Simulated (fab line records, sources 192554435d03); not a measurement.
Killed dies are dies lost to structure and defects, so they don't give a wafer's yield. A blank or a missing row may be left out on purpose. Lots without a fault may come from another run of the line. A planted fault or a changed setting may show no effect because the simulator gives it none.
Split-lot experiment | flow n5_finfet | 7 lots, 21 wafers read, on a route of 1938 steps

THE SPLIT
At N5_BEOL_M13_SPUTTER_43 (material TaN, target thk 15 nm, time 24.19 s), the setting power_w was moved away from the recipe's 15000 W on 6 of the 21 wafers read, by -16.2% to +15.8%. The other wafers ran this setting at the recipe's value.

The reading is taken at the split's own step.

THE READING
TaN_of_BEOL_M13_SPUTTER_43.thk_nm (the simulator's own value, which no gauge read), in nm, at N5_BEOL_M13_SPUTTER_43 (material TaN, target thk 15 nm, time 24.19 s). The file gives no usual value for it. The 15 wafers here that ran the recipe average 14.9 nm, standard deviation 0.27 nm.

wafer  | tool, chamber at the split | power_w as run, W | against the recipe | TaN_of_BEOL_M13_SPUTTER_43.thk_nm, nm | against lot-mates on the recipe
L075.1 | pvd_sputter-01, -          | 15000             | recipe             | 14.6                                  | -
L075.4 | pvd_sputter-01, -          | 15000             | recipe             | 14.6                                  | -
L075.3 | pvd_sputter-01, -          | 15000             | recipe             | 14.8                                  | -
L079.1 | pvd_sputter-01, -          | 15000             | recipe             | 15                                    | -
L079.2 | pvd_sputter-01, -          | 15000             | recipe             | 15                                    | -
L079.5 | pvd_sputter-01, -          | 15000             | recipe             | 15                                    | -
L082.1 | pvd_sputter-03, -          | 16230             | +8.2%              | 16.6                                  | +1.4
L082.3 | pvd_sputter-03, -          | 15000             | recipe             | 15                                    | -
L082.5 | pvd_sputter-03, -          | 15000             | recipe             | 15.4                                  | -
L083.1 | pvd_sputter-01, -          | 15000             | recipe             | 14.8                                  | -
L083.2 | pvd_sputter-01, -          | 17370             | +15.8%             | 17.2                                  | +2.4
L083.4 | pvd_sputter-01, -          | 17370             | +15.8%             | 17.2                                  | +2.4
L087.1 | pvd_sputter-02, -          | 15000             | recipe             | 14.4                                  | -
L087.4 | pvd_sputter-02, -          | 13790             | -8.1%              | 13.4                                  | -1.1
L087.6 | pvd_sputter-02, -          | 15000             | recipe             | 14.6                                  | -
L096.1 | pvd_sputter-03, -          | 12570             | -16.2%             | 12.4                                  | -3.0
L096.6 | pvd_sputter-03, -          | 12570             | -16.2%             | 12.4                                  | -3.0
L096.5 | pvd_sputter-03, -          | 15000             | recipe             | 15.4                                  | -
L097.1 | pvd_sputter-01, -          | 15000             | recipe             | 15                                    | -
L097.5 | pvd_sputter-01, -          | 15000             | recipe             | 15                                    | -
L097.6 | pvd_sputter-01, -          | 15000             | recipe             | 15                                    | -

THE FIT
A straight line over all 21 wafers: TaN_of_BEOL_M13_SPUTTER_43.thk_nm changes by +0.155 nm for each +1% of power_w; r = +0.98; the points scatter about the line by 0.27 nm.
The same after taking each lot's own level away (the mean of its wafers on the recipe; 21 wafers): +0.167 nm for each +1%; r = +0.99; scatter 0.15 nm.
On that fit, the largest move of power_w shifts the reading by 2.7 nm.
The lots' own levels span 14.50 to 15.40 nm, that is 3.3 times the standard deviation above.
So the lot-to-lot level changes the slope little: the two slopes agree.
Check: with one of the wafers moved furthest among these (-16.2%) left out of the fit, the line predicts -2.65 nm for it against its lot-mates. It came out at -3 nm against them.

OTHER SPLITS ON THESE WAFERS
These wafers also went through other splits before the reading. Each is held against what the fit with the lots' levels taken away leaves over:
other split on the same wafers | wafers away from the commonest value | r with TaN_of_BEOL_M13_SPUTTER_43.thk_nm (lot level and that fit taken away)
N5_BEOL_M9_HM_STRIP_39 time_s  | 15                                   | +0.54
N5_BEOL_M11_COAT_63 spin_rpm   | 4                                    | +0.07
N5_BEOL_M11_ETCH_66 time_s     | 6                                    | +0.09
N5_BEOL_M12_SPUTTER_43 power_w | 8                                    | +0.25
N5_BEOL_M12_SPUTTER_44 time_s  | 4                                    | -0.04

THE FILE'S OWN FIT
TaN_of_BEOL_M13_SPUTTER_43.thk_nm changes by +0.166 nm for each +1% of power_w, r = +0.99.
